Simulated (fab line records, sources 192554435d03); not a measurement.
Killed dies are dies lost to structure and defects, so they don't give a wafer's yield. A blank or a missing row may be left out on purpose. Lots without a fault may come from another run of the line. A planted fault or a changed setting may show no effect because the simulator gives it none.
fab line records | flow n5_finfet
record lots=9 wafers=27 last_day=18
route steps=1938 shown FIN_SAQP@132 FIN_CUT@165 BEOL_M4@1111 PASSIVATION@1936
lots that met no fault: from a run of the same line without faults
start_h: hours from the record's first day to the start of the lot's first wafer shown | wait_h: hours since the lot's step before | " the same as in the row above | L1.1+2: a row that stands for several wafers | - no value, or no start given | * or withheld: withheld | < > ~ a bound
route shown NAME@n: a module of which the file shows steps, and the number in the route of the first | usual: mean/standard deviation of fault-free wafers | same: alike in all rows | chamber/n: place in a boat | sites: the reading at each site | _std_site: their standard deviation | _edge_site: outer sites' mean less inner sites' | radius_mm: how far each site lies from the wafer's centre | mask NAME#n: copy n | behind: the tool/chamber that last shaped the wafer | hold: why the lot was held/for how many hours/how that ended | device: the transistor (n, p or np) that didn't switch | end of line: the same wafers' tests at the end of the route | a step without rows: its recipe alone | killed: dies lost to structure and defects at the first sort, not the wafer's yield | map: a wafer's dies, x killed, . not, _ none there
set.NAME: the setting as run; set.NAME@STEP: as run at that earlier step | model.NAME: the simulator's own value behind a step, which no gauge read
steps of the route over a sample of lots; a table a step, a row a wafer
services: from which hour (start_h, from the record's first day; less than 0 if before it) a tool's chamber was out of use, for how many hours, and why
## steps
# step N5_FIN_SAQP_RECESS_63
# recipe chemistry=HF/NH3 target=SiO2 target_depth_a=180 afs_cycles=3 temp_c=30 sublimation_temp_c=180 sublimation_time_s=60
# usual drypump_motor_current_A=5.6/0.38 sublimation_temp_c=180.01/0.13
# columns lot.wafer tool chamber start_h wait_h drypump_motor_current_A sublimation_temp_c
L759.2 vapor_etch-01 0 30.12 0.1 5.2 180.03
L759.5 " 1 " " 5.6 180.16
L759.6 " 0 " " 5.2 180.02
L761.1 vapor_etch-02 0 42.57 0.1 5.3 179.99
L761.4 " 0 " " 5.3 179.86
L761.5 " 0 " " 5.3 179.82
L768.1 vapor_etch-01 1 84.26 0.1 5.6 179.93
L768.5 " 1 " " 5.7 179.83
L768.6 " 0 " " 5.2 179.95
L770.1 vapor_etch-02 0 98.15 0.1 5.3 179.94
L770.3 " 0 " " 5.3 180.18
L770.5 " 0 " " 5.3 179.89
L771.1 vapor_etch-02 0 102.73 0.1 5.3 179.93
L771.5 " 0 " " 5.3 180.08
L771.6 " 1 " " 6.2 180.21
L773.1 vapor_etch-02 1 114.33 0.1 6.2 180.07
L773.4 " 0 " " 5.3 180.01
L773.5 " 1 " " 6.2 179.88
L775.3 vapor_etch-02 1 126.22 0.2 6.2 180.07
L775.4 " 0 " " 5.3 179.97
L775.5 " 0 " " 5.3 180.14
L778.2 vapor_etch-01 0 144.92 0.1 5.2 179.91
L778.3 " 0 " " 5.2 180.10
L778.5 " 1 " " 5.6 180.09
L781.3 vapor_etch-01 0 164.08 0.2 5.2 179.85
L781.5 " 1 " " 5.6 179.97
L781.6 " 0 " " 5.2 180.03
# step N5_FIN_SAQP_RECESS_71
# recipe chemistry=HF/NH3 target=SiO2 target_depth_a=30 afs_cycles=1 temp_c=30 sublimation_temp_c=180 sublimation_time_s=60
# usual drypump_motor_current_A=5.6/0.41 sublimation_temp_c=180.01/0.15
# columns lot.wafer tool chamber start_h wait_h drypump_motor_current_A sublimation_temp_c
L759.2 vapor_etch-01 1 30.82 0.0 5.6 180.12
L759.5 " 1 " " 5.6 180.20
L759.6 " 0 " " 5.2 180.16
L761.1 vapor_etch-01 1 43.24 0.0 5.6 180.11
L761.4 " 1 " " 5.6 179.81
L761.5 " 1 " " 5.6 179.79
L768.1 vapor_etch-01 1 84.87 0.0 5.6 179.93
L768.5 " 0 " " 5.2 179.69
L768.6 " 1 " " 5.6 180.03
L770.1 vapor_etch-01 1 98.85 0.0 5.6 179.96
L770.3 " 1 " " 5.6 180.00
L770.5 " 1 " " 5.6 179.89
L771.1 vapor_etch-01 1 103.34 0.0 5.6 180.24
L771.5 " 1 " " 5.6 179.90
L771.6 " 0 " " 5.2 180.10
L773.1 vapor_etch-02 0 114.94 0.0 5.3 180.12
L773.4 " 1 " " 6.2 179.62
L773.5 " 0 " " 5.3 180.15
L775.3 vapor_etch-01 1 126.78 0.1 5.6 180.03
L775.4 " 0 " " 5.2 180.04
L775.5 " 0 " " 5.3 180.21
L778.2 vapor_etch-02 0 145.61 0.0 5.3 179.83
L778.3 " 0 " " 5.3 179.94
L778.5 " 0 " " 5.3 179.99
L781.3 vapor_etch-02 0 164.61 0.1 5.3 180.17
L781.5 " 1 " " 6.2 180.11
L781.6 " 0 " " 5.3 180.25
# step N5_FIN_SAQP_FIN_ETCH_36
# recipe chemistry=HBr/Cl2/O2 target_depth_a=1200 mask_material=SiNx time_s=50.4 bias_w=102 pressure_mtorr=10 icp_w=800 HBr_flow_sccm=150 Cl2_flow_sccm=80 O2_flow_sccm=12
# usual drypump_motor_current_A=6.0/0.43 oes_o_777_au=0.98/0.041 oes_product_au=1.001/0.018 throttle_valve_pct=35.94/0.28
# columns lot.wafer tool chamber start_h wait_h drypump_motor_current_A oes_o_777_au oes_product_au rf_hours_counter_h throttle_valve_pct
L759.2 rie_si-02 3 31.83 0.0 6.6 0.96 1.007 10 36.10
L759.5 " 3 " " 6.6 0.96 1.015 - 36.10
L759.6 " 0 " " 5.8 0.92 0.987 - 35.54
L761.1 rie_si-04 3 44.24 0.0 5.8 1.00 0.999 5 35.85
L761.4 " 1 " " 6.5 0.92 0.979 9 35.96
L761.5 " 3 " " 5.8 0.99 1.005 - 35.87
L768.1 rie_si-01 3 85.89 0.0 5.5 1.01 0.985 66 36.54
L768.5 " 2 " " 5.5 1.01 1.022 - 35.80
L768.6 " 1 " " 5.3 1.04 0.996 - 36.38
L770.1 rie_si-04 3 99.93 0.0 5.8 0.99 0.990 7 35.88
L770.3 " 2 " " 6.0 0.99 1.009 88 35.63
L770.5 " 0 " " 6.0 0.97 0.983 - 36.17
L771.1 rie_si-04 1 104.46 0.0 6.5 0.93 0.983 10 35.96
L771.5 " 0 " " 6.1 0.98 0.986 - 36.15
L771.6 " 3 " " 5.8 0.99 0.998 - 35.87
L773.1 rie_si-01 0 115.94 0.0 6.7 0.93 0.986 8 35.43
L773.4 " 3 " " 5.5 1.01 1.000 66 36.54
L773.5 " 3 " " 5.5 1.02 0.994 - 36.52
L775.3 rie_si-02 3 127.79 0.0 6.5 0.96 0.998 12 36.11
L775.4 " 1 " " 5.5 1.02 1.021 7 35.77
L775.5 " 1 " " 5.5 1.02 1.027 - 35.77
L778.2 rie_si-02 1 147.13 0.0 5.5 1.02 1.021 8 35.77
L778.3 " 0 " " 5.8 0.93 0.996 58 35.52
L778.5 " 0 " " 5.8 0.92 0.995 - 35.52
L781.3 rie_si-01 2 165.81 0.0 5.5 1.02 1.025 32 35.80
L781.5 " 1 " " 5.3 1.04 1.006 - 36.34
L781.6 " 2 " " 5.5 1.02 1.017 - 35.81
# step N5_FIN_SAQP_CD_MEAS_37
# recipe target_cd_nm=8 polarity=line
# usual cd_nm=8.15/0.27
# columns lot.wafer tool chamber start_h wait_h cd_nm
L759.2 cd_sem-01 - 31.95 0.1 8.11
L759.5 " - " " 8.80
L759.6 " - " " 8.20
L761.1 cd_sem-01 - 44.36 0.1 8.07
L761.4 " - " " 7.91
L761.5 " - " " 8.57
L768.1 cd_sem-01 - 86.01 0.1 8.39
L768.5 " - " " 8.23
L768.6 " - " " 8.03
L770.1 cd_sem-02 - 100.05 0.1 8.64
L770.3 " - " " 8.09
L770.5 " - " " 7.92
L771.1 cd_sem-01 - 104.57 0.1 8.50
L771.5 " - " " 7.46
L771.6 " - " " 7.94
L773.1 cd_sem-02 - 116.07 0.1 7.69
L773.4 " - " " 8.42
L773.5 " - " " 8.27
L775.3 cd_sem-03 - 127.91 0.1 7.95
L775.4 " - " " 8.36
L775.5 " - " " 7.82
L778.2 cd_sem-01 - 147.25 0.1 7.75
L778.3 " - " " 8.09
L778.5 " - " " 7.93
L781.3 cd_sem-02 - 165.95 0.1 8.23
L781.5 " - " " 8.25
L781.6 " - " " 8.11
# step N5_FIN_SAQP_INSPECT_40
# recipe inspect_instrument=brightfield mode=aei
# usual raw_defect_count=258/77
# columns lot.wafer tool chamber start_h wait_h raw_defect_count
L759.2 defect_inspect-01 - 32.08 0.0 188
L759.5 " - " " 271
L759.6 " - " " 272
L761.1 defect_inspect-01 - 44.49 0.0 182
L761.4 " - " " 175
L761.5 " - " " 178
L768.1 defect_inspect-02 - 86.14 0.0 272
L768.5 " - " " 272
L768.6 " - " " 252
L770.1 defect_inspect-01 - 100.18 0.0 284
L770.3 " - " " 247
L770.5 " - " " 202
L771.1 defect_inspect-01 - 104.71 0.0 1279
L771.5 " - " " 1307
L771.6 " - " " 1410
L773.1 defect_inspect-01 - 116.20 0.0 219
L773.4 " - " " 230
L773.5 " - " " 217
L775.3 defect_inspect-02 - 128.04 0.0 1393
L775.4 " - " " 1414
L775.5 " - " " 1371
L778.2 defect_inspect-02 - 147.38 0.0 343
L778.3 " - " " 287
L778.5 " - " " 352
L781.3 defect_inspect-01 - 166.08 0.0 251
L781.5 " - " " 238
L781.6 " - " " 185
# step N5_FIN_CUT_INSPECT_10
# recipe mode=adi inspect_instrument=brightfield
# usual raw_defect_count=46/12
# columns lot.wafer tool chamber start_h wait_h raw_defect_count
L759.2 defect_inspect-01 - 32.59 0.0 36
L759.5 " - " " 55
L759.6 " - " " 36
L761.1 defect_inspect-02 - 45.01 0.1 32
L761.4 " - " " 50
L761.5 " - " " 33
L768.1 defect_inspect-02 - 86.53 0.1 45
L768.5 " - " " 46
L768.6 " - " " 41
L770.1 defect_inspect-01 - 100.57 0.1 44
L770.3 " - " " 36
L770.5 " - " " 22
L771.1 defect_inspect-01 - 105.22 0.1 1196
L771.5 " - " " 1199
L771.6 " - " " 1186
L773.1 defect_inspect-02 - 116.59 0.1 46
L773.4 " - " " 60
L773.5 " - " " 37
L775.3 defect_inspect-02 - 128.43 0.0 1174
L775.4 " - " " 1188
L775.5 " - " " 1155
L778.2 defect_inspect-02 - 147.77 0.0 64
L778.3 " - " " 51
L778.5 " - " " 67
L781.3 defect_inspect-02 - 166.48 0.0 46
L781.5 " - " " 50
L781.6 " - " " 41
# step N5_BEOL_M4_RC_MEAS_101
# usual DIBL_N=36.1/1.6 DIBL_P=35.8/2.1 IOFF_N=0.16/0.031 IOFF_P=0.21/0.034 ION_N=673/12 ION_P=461/7.2 SS_N=71.4/0.59 SS_P=73.3/0.63 VT_N=250/3.1 VT_P=-250/3.3
# columns lot.wafer tool chamber start_h wait_h DIBL_N[mV/V] DIBL_P[mV/V] IOFF_N[nA/um] IOFF_P[nA/um] ION_N[uA/um] ION_P[uA/um] SS_N[mV/dec] SS_P[mV/dec] VT_N[mV] VT_P[mV]
L759.2 prober-01 0 175.52 0.2 35.3 35.4 0.15 0.19 674 457 71.6 73.0 249 -251
L759.5 " 0 " " 38.5 38.8 0.21 0.24 687 461 72.6 73.6 245 -249
L759.6 " 0 " " 36.4 37.1 0.16 0.23 674 465 71.7 73.4 250 -247
L761.1 prober-02 0 180.90 0.0 34.4 35.0 0.13 0.17 658 451 70.6 73.4 253 -252
L761.4 " 0 " " 36.0 36.9 0.16 0.21 686 467 71.6 73.6 250 -251
L761.5 " 0 " " 36.2 36.9 0.16 0.20 670 457 71.4 73.9 250 -253
L768.1 prober-01 0 234.95 0.0 35.4 36.1 0.14 0.17 667 452 71.0 73.5 253 -256
L768.5 " 0 " " 35.0 35.7 0.14 0.17 676 460 71.0 72.2 251 -255
L768.6 " 0 " " 35.7 36.6 0.14 0.18 664 452 71.4 73.3 254 -255
L770.1 prober-01 0 250.77 0.0 36.6 36.1 0.16 0.22 667 463 71.8 73.7 249 -248
L770.3 " 0 " " 36.2 34.7 0.15 0.19 665 457 71.3 72.7 253 -249
L770.5 " 0 " " 33.7 32.1 0.12 0.16 658 448 70.5 72.8 252 -251
L771.1 prober-01 0 255.55 0.0 37.8 38.7 0.20 0.28 680 468 71.4 73.7 248 -247
L771.5 " 0 " " 34.7 34.4 0.13 0.20 676 463 71.5 73.3 253 -250
L771.6 " 0 " " 35.8 36.0 0.15 0.23 672 462 71.4 73.7 249 -250
L773.1 prober-01 0 259.67 0.0 35.4 35.8 0.15 0.21 672 465 71.2 73.1 249 -250
L773.4 " 0 " " 33.9 34.5 0.13 0.18 656 454 70.8 72.5 254 -250
L773.5 " 0 " " 32.9 33.4 0.11 0.17 646 457 70.6 72.7 253 -252
L778.2 prober-02 0 295.19 0.2 35.3 34.9 0.15 0.23 667 470 71.1 73.2 253 -247
L778.3 " 0 " " 37.0 37.4 0.18 0.26 670 470 71.5 73.6 247 -247
L778.5 " 0 " " 37.0 35.8 0.18 0.23 675 465 71.3 73.6 249 -247
L781.3 prober-02 0 310.34 0.3 34.9 36.0 0.16 0.20 682 463 71.6 73.4 248 -247
L781.5 " 0 " " 35.4 36.3 0.17 0.21 674 461 71.3 74.2 248 -248
L781.6 " 0 " " 36.7 38.3 0.21 0.24 688 463 72.0 73.9 242 -248
L775.3 prober-01 0 320.46 0.3 36.0 35.9 0.17 0.24 672 463 71.7 73.3 250 -246
L775.4 " 0 " " 35.1 33.0 0.16 0.19 687 470 71.0 72.7 248 -250
L775.5 " 0 " " 37.1 36.0 0.18 0.23 669 461 71.3 73.4 246 -248
# step N5_PASSIVATION_PROBE_49
# usual defect_limited_yield=91.0/1.5 killed_at_M0_to_M3=35/11 killed_at_M4_up=13/6 killed_at_contacts=14/6.5 killed_at_front_end=40/12 killed_at_other=4/3.4 killed_dies=106/18 killed_on_rim=14/4.7 killed_open=68/14 killed_short=35/7.7 sort_bin_5_function=5.2/0.98 sort_bin_6_memory=3.4/0.72 sort_n_pass=1074/18 sort_yield_pct=91.0/1.5
# same gross_dies=1180 killed_at_back_side=0 sort_bin_4_leakage[%]=0 sort_bin_8_speed[%]=0
# columns lot.wafer tool chamber start_h wait_h defect_limited_yield[%] killed_at_M0_to_M3 killed_at_M4_up killed_at_contacts killed_at_front_end killed_at_other killed_dies killed_on_rim killed_open killed_short sort_bin_5_function[%] sort_bin_6_memory[%] sort_n_pass sort_yield_pct[%]
L771.1 prober-02 - 366.57 0.0 80.9 28 20 13 163 1 225 30 72 27 11.1 4.0 955 80.9
L771.5 prober-02 - 366.77 0.2 80.3 33 20 11 169 0 233 29 68 38 10.4 4.9 947 80.3
L771.6 prober-02 - 366.82 0.3 81.6 22 22 17 154 2 217 32 67 47 11.6 3.8 963 81.6
L775.3 prober-02 - 425.48 0.1 79.7 33 30 15 161 0 239 33 80 31 12.6 4.1 941 79.7
L775.4 prober-02 - 425.53 0.2 83.0 34 18 10 136 3 201 29 68 27 10.3 4.2 979 83.0
L775.5 prober-02 - 425.58 0.2 79.8 56 21 8 152 1 238 32 94 32 11.9 4.6 942 79.8
# killed by level:class
L771.1 FIN_SAQP:unspecified=124 MOL_CONTACT_COAG:geometric_particle:open=11 BEOL_M1:geometric_particle:open=11 DUMMY_GATE:geometric_particle:open=9 BEOL_M4:geometric_particle:open=7 STI_FIN_REVEAL:geometric_particle:open=6 FIN_SAQP:geometric_particle:open=4 DUMMY_GATE:geometric_particle:short=4
L771.5 FIN_SAQP:unspecified=127 FIN_SAQP:geometric_particle:open=10 STI_FIN_REVEAL:geometric_particle:open=8 MOL_CONTACT_COAG:geometric_particle:open=8 BEOL_M1:geometric_particle:open=8 FIN_SAQP:geometric_particle:short=6 BEOL_M0_SAQP:geometric_particle:short=6 BEOL_M8:geometric_particle:open=6
L771.6 FIN_SAQP:unspecified=102 FIN_SAQP:geometric_particle:short=17 MOL_CONTACT_COAG:geometric_particle:open=13 BEOL_M4:geometric_particle:open=9 STI_FIN_REVEAL:geometric_particle:open=8 GATE_CUT:geometric_particle:open=7 BEOL_M0_SAQP:geometric_particle:open=7 BEOL_M3:geometric_particle:open=5
L775.3 FIN_SAQP:unspecified=125 BEOL_M4:geometric_particle:open=21 MOL_CONTACT_COAG:geometric_particle:open=13 FIN_SAQP:geometric_particle:short=9 FIN_SAQP:geometric_particle:open=7 BEOL_M3:geometric_particle:open=7 BEOL_M0_SAQP:geometric_particle:open=6 BEOL_M2:geometric_particle:open=6
L775.4 FIN_SAQP:unspecified=105 BEOL_M3:geometric_particle:open=12 BEOL_M4:geometric_particle:open=12 FIN_SAQP:geometric_particle:open=7 MOL_CONTACT_COAG:geometric_particle:open=7 STI_FIN_REVEAL:geometric_particle:open=5 BEOL_M1:geometric_particle:open=5 BEOL_M2:geometric_particle:open=5
L775.5 FIN_SAQP:unspecified=105 BEOL_M3:geometric_particle:open=19 BEOL_M4:geometric_particle:open=13 BEOL_M1:geometric_particle:open=11 STI_FIN_REVEAL:geometric_particle:open=8 MOL_CONTACT_COAG:geometric_particle:open=7 BEOL_M2:geometric_particle:open=7 FIN_SAQP:geometric_particle:short=6
## services
# columns tool chamber start_h hours kind
rie_si-04 - 15.56 4.1 repair
rie_si-02 0 20.01 7.1 repair
vapor_etch-02 - 67.72 1.4 repair
rie_si-04 0 82.52 3.3 repair
rie_si-04 1 125.56 1.6 repair
rie_si-02 - 147.51 0.1 repair
## key
first_sign step=N5_FIN_SAQP_INSPECT_40 reading=raw_defect_count direction=up sigmas=14 usual=258 struck=1362
effect step=N5_FIN_CUT_INSPECT_10 reading=raw_defect_count direction=up sigmas=96 usual=46 struck=1183
effect step=N5_PASSIVATION_PROBE_49 reading=killed_at_front_end direction=up sigmas=9.4 usual=40 struck=156
more_kills_born_at N5_FIN_SAQP_RECESS_71@vapor_etch-01=686
met_at N5_FIN_SAQP_RECESS_71
struck_lots L771,L775
not_acting_at N5_FIN_SAQP_RECESS_63,N5_FIN_SAQP_FIN_ETCH_36,N5_FIN_SAQP_CD_MEAS_37
onset_between 98.85 103.34
fault kind=chamber_particle_source tool=vapor_etch-01 chamber=- onset_h=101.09 steps=N5_FIN_SAQP_RECESS_71 rate_per_visit_cm2=1.7453 end_h=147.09
